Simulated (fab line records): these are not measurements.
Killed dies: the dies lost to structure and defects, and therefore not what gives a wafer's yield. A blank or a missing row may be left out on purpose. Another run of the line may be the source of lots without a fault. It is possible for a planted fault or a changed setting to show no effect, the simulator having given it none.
Chamber matching	flow n5_finfet	N5_ILD0_CMP_03 on cmp-04: 4 sister chambers
The step polishes, stops on SiNx, t overpolish 1.9 s, target thk 197.38 nm. 8 wafers are shown with their chamber, then 12 later ones without.

## WAFERS WITH THEIR CHAMBER
wafer	chamber	motor_current_A (A)	time_to_endpoint_s (s)
L085.3	1	14.2	70
L085.4	2	10.5	73
L086.1	1	14.4	73
L086.3	3	13.1	70
L086.5	0	12.4	86
L089.1	0	12.3	91
L089.4	2	10.7	77
L089.6	3	12.6	76

## WAFERS WITHOUT THEIR CHAMBER
wafer	motor_current_A (A)	time_to_endpoint_s (s)
L093.3	14.2	71
L093.4	12.7	93
L093.5	10.6	74
L095.1	12.2	76
L095.2	13.1	87
L095.5	12.3	89
L096.1	13.2	74
L096.2	10.1	72
L096.6	12.1	88
L097.1	14.0	74
L097.3	13.4	92
L097.5	10.8	75

## WHICH CHAMBER EACH ONE RAN IN
wafer	from the rows above	in truth
L093.3	1	1
L093.4	0	0
L093.5	2	2
L095.1	can't be placed: 3 or 0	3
L095.2	can't be placed: 0 or 3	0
L095.5	0	0
L096.1	3	3
L096.2	2	2
L096.6	0	0
L097.1	1	1
L097.3	can't be placed: 0 or 3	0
L097.5	2	2
Correctly placed: 9 of 12. These rows do not allow placing 3 (true chamber among the candidates in 3). Number placed wrongly: 0.
How it was worked out, from the rows above alone: a wafer's distance from a chamber is the root of the sum, over the readings, of the square of ((its reading less the chamber's mean) divided by the reading's scatter). The wafer belongs to the nearest chamber; if the next one is less than 2 further off, it can't be placed. The mean given for a chamber averages the wafers shown for that chamber. The scatter is the square root of a quotient: the sum, over the shown wafers, of each reading's squared deviation from its chamber's mean, divided by wafers minus chambers.
